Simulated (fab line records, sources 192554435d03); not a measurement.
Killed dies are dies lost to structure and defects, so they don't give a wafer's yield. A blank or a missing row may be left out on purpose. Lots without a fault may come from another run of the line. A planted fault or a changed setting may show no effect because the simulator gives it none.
fab line records | flow n5_finfet
record lots=5 wafers=15 last_day=16
route steps=1938 shown BEOL_M1@799 BEOL_M4@1111
lots that met no fault: from a run of the same line without faults
start_h: hours from the record's first day to the start of the lot's first wafer shown | wait_h: hours since the lot's step before | " the same as in the row above | L1.1+2: a row that stands for several wafers | - no value, or no start given | * or withheld: withheld | < > ~ a bound
route shown NAME@n: a module of which the file shows steps, and the number in the route of the first | usual: mean/standard deviation of fault-free wafers | same: alike in all rows | chamber/n: place in a boat | sites: the reading at each site | _std_site: their standard deviation | _edge_site: outer sites' mean less inner sites' | radius_mm: how far each site lies from the wafer's centre | mask NAME#n: copy n | behind: the tool/chamber that last shaped the wafer | hold: why the lot was held/for how many hours/how that ended | device: the transistor (n, p or np) that didn't switch | end of line: the same wafers' tests at the end of the route | a step without rows: its recipe alone | killed: dies lost to structure and defects at the first sort, not the wafer's yield | map: a wafer's dies, x killed, . not, _ none there
set.NAME: the setting as run; set.NAME@STEP: as run at that earlier step | model.NAME: the simulator's own value behind a step, which no gauge read
lots at some steps of the route; a table a step, a row a wafer
services: from which hour (start_h, from the record's first day; less than 0 if before it) a tool's chamber was out of use, for how many hours, and why
## steps
# step N5_BEOL_M1_STRIP_36
# recipe chemistry=N2/H2 power_w=450 temp_c=40 pressure_mtorr=20 rf_frequency_hz=6e+07 overash_fraction=0.3 bias_power_w=7 h2_frac=0.5 n2_flow_sccm=200 h2_flow_sccm=200
# usual drypump_motor_current_A=5.7/0.43 oes_product_au=0.78/0.074 rf_vpp_V=59.4/1.4 showerhead_plenum_p_Torr=2.57/0.084 throttle_valve_pct=23.57/0.21
# columns lot.wafer tool chamber start_h wait_h drypump_motor_current_A oes_product_au rf_hours_counter_h rf_vpp_V showerhead_plenum_p_Torr throttle_valve_pct
L439.2 rie_diel-04 2 127.93 0.0 5.7 0.75 136 58.8 2.63 23.68
L439.4 " 3 " " 5.8 0.71 235 57.8 2.63 23.54
L439.5 " 1 " " 6.3 0.75 - 61.0 2.64 23.20
L442.3 rie_diel-02 3 157.33 0.0 6.6 0.92 22 60.0 2.71 23.46
L442.5 " 3 " " 6.6 0.92 - 58.6 2.71 23.45
L442.6 " 2 " " 6.6 0.93 - 59.6 2.61 23.54
L448.1 rie_diel-04 2 179.81 0.0 5.8 0.74 152 60.8 2.63 23.74
L448.2 " 1 " " 6.3 0.74 189 58.3 2.63 23.21
L448.6 " 1 " " 6.3 0.74 - 60.1 2.63 23.22
L450.1 rie_diel-03 2 194.66 0.0 5.0 0.80 107 56.9 2.54 23.53
L450.3 " 0 " " 5.9 0.75 167 59.4 2.54 23.68
L450.4 " 3 " " 5.6 0.86 39 57.5 2.69 23.46
L457.3 rie_diel-02 0 236.36 0.0 5.1 0.70 217 60.3 2.50 24.10
L457.5 " 1 " " 5.4 0.83 - 58.6 2.57 23.31
L457.6 " 0 " " 5.2 0.69 - 58.1 2.50 24.09
# step N5_BEOL_M1_TRENCH_ETCH_37
# recipe chemistry=C4F6/O2 target_depth_a=552.07 target=SiOC time_s=29 ion_energy_ev=250 pressure_mtorr=30 source_w=355 bias_w=185 Ar_flow_sccm=300 C4F6_flow_sccm=10 O2_flow_sccm=10
# usual drypump_motor_current_A=5.7/0.43 oes_f_703_au=0.78/0.081 oes_product_au=0.78/0.075 rf_vpp_V=663/15 showerhead_plenum_p_Torr=2.89/0.086 throttle_valve_pct=20.9/0.33
# same time_s=29
# columns lot.wafer tool chamber start_h wait_h drypump_motor_current_A oes_f_703_au oes_product_au rf_hours_counter_h rf_vpp_V showerhead_plenum_p_Torr throttle_valve_pct
L439.2 rie_diel-04 2 - - 5.8 0.73 0.76 136 685 2.97 21.2
L439.4 " 3 " " 5.8 0.73 0.71 235 661 2.90 20.5
L439.5 " 1 " " 6.3 0.73 0.74 - 682 2.95 20.5
L442.3 rie_diel-02 3 - - 6.6 0.93 0.93 22 673 3.02 20.7
L442.5 " 3 " " 6.6 0.93 0.94 - 672 3.02 20.7
L442.6 " 2 " " 6.6 0.89 0.93 - 681 2.91 20.3
L448.1 rie_diel-04 2 - - 5.7 0.72 0.74 152 684 2.96 21.2
L448.2 " 1 " " 6.3 0.72 0.73 189 681 2.94 20.5
L448.6 " 1 " " 6.3 0.72 0.73 - 682 2.94 20.5
L450.1 rie_diel-03 2 - - 5.0 0.80 0.78 107 655 2.86 21.0
L450.3 " 0 " " 5.9 0.73 0.75 167 663 2.85 20.9
L450.4 " 3 " " 5.6 0.90 0.87 39 646 3.02 20.6
L457.3 rie_diel-02 0 - - 5.1 0.68 0.68 217 671 2.82 21.3
L457.5 " 1 " " 5.4 0.82 0.82 - 659 2.87 20.5
L457.6 " 0 " " 5.1 0.68 0.69 - 671 2.82 21.3
# step N5_BEOL_M1_ETCH_41
# recipe chemistry=CH3F/O2 target=SiCN target_depth_a=319 taper_deg=2 time_s=57.8 ion_energy_ev=120 mask_material=TiN pressure_mtorr=30 source_w=395 bias_w=75 Ar_flow_sccm=150 CH3F_flow_sccm=30 O2_flow_sccm=20
# usual drypump_motor_current_A=5.7/0.43 oes_product_au=0.78/0.075 rf_vpp_V=297.9/1.5 showerhead_plenum_p_Torr=2.03/0.064 throttle_valve_pct=16.3/0.31
# same time_s=57.8
# columns lot.wafer tool chamber start_h wait_h drypump_motor_current_A oes_product_au rf_hours_counter_h rf_vpp_V showerhead_plenum_p_Torr throttle_valve_pct
L439.2 rie_diel-04 2 - - 5.7 0.75 136 299.0 2.09 16.6
L439.4 " 3 " " 5.7 0.71 235 298.1 2.04 16.1
L439.5 " 1 " " 6.3 0.75 - 299.6 2.07 16.0
L442.3 rie_diel-02 3 - - 6.6 0.94 22 298.9 2.13 16.2
L442.5 " 3 " " 6.6 0.93 - 299.0 2.13 16.2
L442.6 " 2 " " 6.6 0.93 - 298.0 2.04 15.7
L448.1 rie_diel-04 2 - - 5.7 0.74 152 299.1 2.09 16.7
L448.2 " 1 " " 6.3 0.73 189 299.2 2.07 16.0
L448.6 " 1 " " 6.3 0.74 - 298.7 2.07 16.1
L450.1 rie_diel-03 2 - - 5.0 0.78 107 297.5 2.01 16.5
L450.3 " 0 " " 5.9 0.75 167 298.1 2.00 16.4
L450.4 " 3 " " 5.6 0.88 39 299.5 2.13 16.1
L457.3 rie_diel-02 0 - - 5.1 0.69 217 297.4 1.98 16.7
L457.5 " 1 " " 5.4 0.83 - 298.2 2.02 16.0
L457.6 " 0 " " 5.1 0.69 - 297.8 1.98 16.7
# step N5_BEOL_M1_STRIP_97
# recipe chemistry=N2/H2 time_s=10 power_w=450 temp_c=40 pressure_mtorr=20 rf_frequency_hz=6e+07 bias_power_w=7 n2_flow_sccm=200 h2_flow_sccm=200
# step N5_BEOL_M1_OCD_MEAS_38
# usual trench_depth_nm=54.8/0.97
# columns lot.wafer tool chamber start_h wait_h trench_depth_nm
L439.2 ocd-01 - 128.13 - 56.3
L439.4 " - " " 55.4
L439.5 " - " " 53.5
L442.3 ocd-02 - 157.53 - 56.0
L442.5 " - " " 56.7
L442.6 " - " " 56.8
L448.1 ocd-01 - 180.01 - 56.1
L448.2 " - " " 54.1
L448.6 " - " " 54.4
L450.1 ocd-02 - 194.86 - 54.0
L450.3 " - " " 54.0
L450.4 " - " " 54.4
L457.3 ocd-02 - 236.56 - 54.6
L457.5 " - " " 55.1
L457.6 " - " " 55.0
# step N5_BEOL_M1_HM_STRIP_39
# recipe chemistry=peroxide_tin_strip material=TiN target_depth_a=250 temp_c=50 time_s=158
# step N5_BEOL_M1_SRD_40
# recipe time_s=30 temp_c=23 rinse_liquid=diw dry=ipa_marangoni
# step N5_BEOL_M1_PRECLEAN_42
# recipe chemistry=residue_remover time_s=60 temp_c=40
# step N5_BEOL_M1_SRD_43
# recipe time_s=30 temp_c=23 rinse_liquid=diw dry=ipa_marangoni
# step N5_BEOL_M1_CD_MEAS_35
# recipe target_cd_nm=18 target_cd_y_nm=21 polarity=opening
# usual cd_nm=18.0/0.33
# columns lot.wafer tool chamber start_h wait_h cd_nm
L439.2 cd_sem-03 - 128.28 0.0 17.5
L439.4 " - " " 18.1
L439.5 " - " " 17.7
L442.3 cd_sem-02 - 157.68 0.0 17.9
L442.5 " - " " 18.5
L442.6 " - " " 18.6
L448.1 cd_sem-01 - 180.16 0.0 17.8
L448.2 " - " " 18.4
L448.6 " - " " 18.2
L450.1 cd_sem-01 - 195.01 0.0 18.2
L450.3 " - " " 18.2
L450.4 " - " " 18.4
L457.3 cd_sem-02 - 236.71 0.0 18.0
L457.5 " - " " 17.6
L457.6 " - " " 18.2
# step N5_BEOL_M1_DEGAS_44
# recipe ambient=vacuum temp_c=250 time_s=60
# usual heater_power_w=317/27
# same time_s=60
# columns lot.wafer tool chamber start_h wait_h heater_power_w
L439.2 pvd_sputter-01 - 128.33 0.0 311
L439.4 " - " " 332
L439.5 " - " " 302
L442.3 pvd_sputter-01 - 158.10 0.4 286
L442.5 " - " " 301
L442.6 " - " " 341
L448.1 pvd_sputter-01 - 180.50 0.3 337
L448.2 " - " " 305
L448.6 " - " " 319
L450.1 pvd_sputter-01 - 195.82 0.8 299
L450.3 " - " " 301
L450.4 " - " " 317
L457.3 pvd_sputter-02 - 237.13 0.4 252
L457.5 " - " " 402
L457.6 " - " " 312
# step N5_BEOL_M1_PRE_CLEAN_45
# recipe gas=H2/He time_s=30 temp_c=250
# usual heater_power_w=317/27
# same time_s=30
# columns lot.wafer tool chamber start_h wait_h heater_power_w
L439.2 pvd_sputter-01 - 128.37 0.0 299
L439.4 " - " " 323
L439.5 " - " " 299
L442.3 pvd_sputter-01 - 158.14 0.0 306
L442.5 " - " " 306
L442.6 " - " " 328
L448.1 pvd_sputter-01 - 180.54 0.0 331
L448.2 " - " " 301
L448.6 " - " " 322
L450.1 pvd_sputter-01 - 195.86 0.0 303
L450.3 " - " " 305
L450.4 " - " " 327
L457.3 pvd_sputter-02 - 237.17 0.0 261
L457.5 " - " " 400
L457.6 " - " " 318
# step N5_BEOL_M1_ALD_84
# recipe material=TaN target_thk_a=* temp_c=275 ald_precursor_family=PDMAT ald_co_reactant=NH3 pressure_torr=3 carrier_flow_sccm=1500 pulse_time_s=2 purge_time_s=3 co_reactant_purge_time_s=2 co_reactant_pulse_time_s=3 ald_cycles=30 precursor_vessel_temp_c=75 precursor_vessel_pressure_torr=26.25 precursor_vessel_carrier_sccm=1000
# usual ald_cycles=30/0 heater_power_outer_w=216/21 heater_power_w=392/38
# columns lot.wafer tool chamber start_h wait_h ald_cycles heater_power_outer_w heater_power_w
L439.2 ald_metal-04 1 128.48 0.1 30 212 397
L439.4 " 3 " " 30 201 356
L439.5 " 1 " " 30 219 387
L442.3 ald_metal-02 2 158.43 0.3 30 203 390
L442.5 " 3 " " 30 247 467
L442.6 " 2 " " 30 202 379
L448.1 ald_metal-01 1 180.66 0.1 30 184 338
L448.2 " 3 " " 30 216 381
L448.6 " 2 " " 30 194 334
L450.1 ald_metal-01 2 195.93 0.0 30 191 344
L450.3 " 0 " " 30 237 424
L450.4 " 1 " " 30 193 343
L457.3 ald_metal-04 3 237.23 0.0 28 202 355
L457.5 " 3 " " 28 200 356
L457.6 " 1 " " 30 226 395
# step N5_BEOL_M1_SURFACE_TREAT_85
# recipe gas=Ar time_s=* ion_energy_ev=* ion_current_ma_cm2=0.5 pressure_mtorr=* ar_flow_sccm=30
# step N5_BEOL_M4_RC_MEAS_101
# usual DIBL_N=35.9/1.4 DIBL_P=35.9/1.7 IOFF_N=0.160/0.026 IOFF_P=0.21/0.036 ION_N=672/11 ION_P=461/8.1 SS_N=71.4/0.54 SS_P=73.2/0.67 VT_N=249.3/2.7 VT_P=-250/3.9
# columns lot.wafer tool chamber start_h wait_h DIBL_N[mV/V] DIBL_P[mV/V] IOFF_N[nA/um] IOFF_P[nA/um] ION_N[uA/um] ION_P[uA/um] SS_N[mV/dec] SS_P[mV/dec] VT_N[mV] VT_P[mV]
L439.2 prober-01 0 161.78 0.2 36.8 37.7 0.200 0.31 685 476 72.0 74.3 247.4 -240
L439.4 " 0 " " 35.4 35.9 0.170 0.26 678 475 71.1 73.8 245.1 -245
L439.5 " 0 " " 36.1 36.6 0.182 0.28 680 474 71.8 73.4 247.2 -244
L442.3 prober-02 0 197.11 0.3 36.4 35.4 0.161 0.20 663 454 71.0 73.6 249.6 -252
L442.5 " 0 " " 35.9 35.5 0.162 0.21 674 462 71.0 72.9 250.4 -249
L442.6 " 0 " " 38.1 37.9 0.191 0.25 671 463 72.0 74.1 246.7 -246
L448.1 prober-02 0 221.02 0.0 35.1 33.8 0.134 0.17 663 457 71.3 72.8 250.4 -255
L448.2 " 0 " " 34.6 33.7 0.127 0.18 668 459 70.5 72.7 252.8 -251
L448.6 " 0 " " 37.1 36.7 0.169 0.23 677 460 71.7 72.7 246.9 -247
L450.1 prober-01 0 232.06 0.0 35.1 35.2 0.136 0.16 659 451 71.1 73.5 253.4 -254
L450.3 " 0 " " 34.4 34.3 0.121 0.16 644 442 71.2 72.7 253.6 -257
L450.4 " 0 " " 35.5 35.0 0.142 0.17 665 451 70.7 73.6 251.3 -255
L457.3 prober-01 0 276.71 0.3 33.5 34.0 0.117 0.17 658 454 71.0 71.9 252.2 -251
L457.5 " 0 " " 36.8 36.8 0.183 0.21 661 453 72.2 72.8 247.1 -247
L457.6 " 0 " " 35.8 35.9 0.159 0.20 665 457 71.8 72.4 249.5 -250
## services
# columns tool chamber start_h hours kind
ald_metal-02 1 109.06 5.2 repair
ald_metal-01 - 109.58 6.0 pm
ald_metal-02 - 128.34 8.7 pm
pvd_sputter-02 - 138.49 1.9 repair
ald_metal-02 - 155.10 2.8 pm
rie_diel-03 - 163.99 0.5 repair
rie_diel-03 2 175.88 5.3 repair
rie_diel-04 3 179.20 - clean
rie_diel-04 3 179.20 - consumable_replace:focus_ring
rie_diel-04 3 179.20 17.8 scheduled_down
rie_diel-04 3 179.20 17.8 vent_cycle
rie_diel-02 3 190.09 4.6 repair
ald_metal-04 - 195.04 2.8 pm
ald_metal-01 - 197.32 8.7 pm
ald_metal-04 2 215.93 30.7 repair
rie_diel-03 0 236.50 2.5 repair
## key
first_sign step=N5_BEOL_M1_ALD_84 reading=ald_cycles direction=down sigmas=99+ usual=* struck=*
effect none on later readings
met_at N5_BEOL_M1_ALD_84
struck_wafers L457.3,L457.5
onset_between 128.48 237.23
fault kind=process_parameter_drift tool=ald_metal-04 chamber=3 onset_h=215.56 steps=N5_BEOL_M1_ALD_84 channel=ald_cycles offset=* shape=step end_h=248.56 acts_in=* stated=*
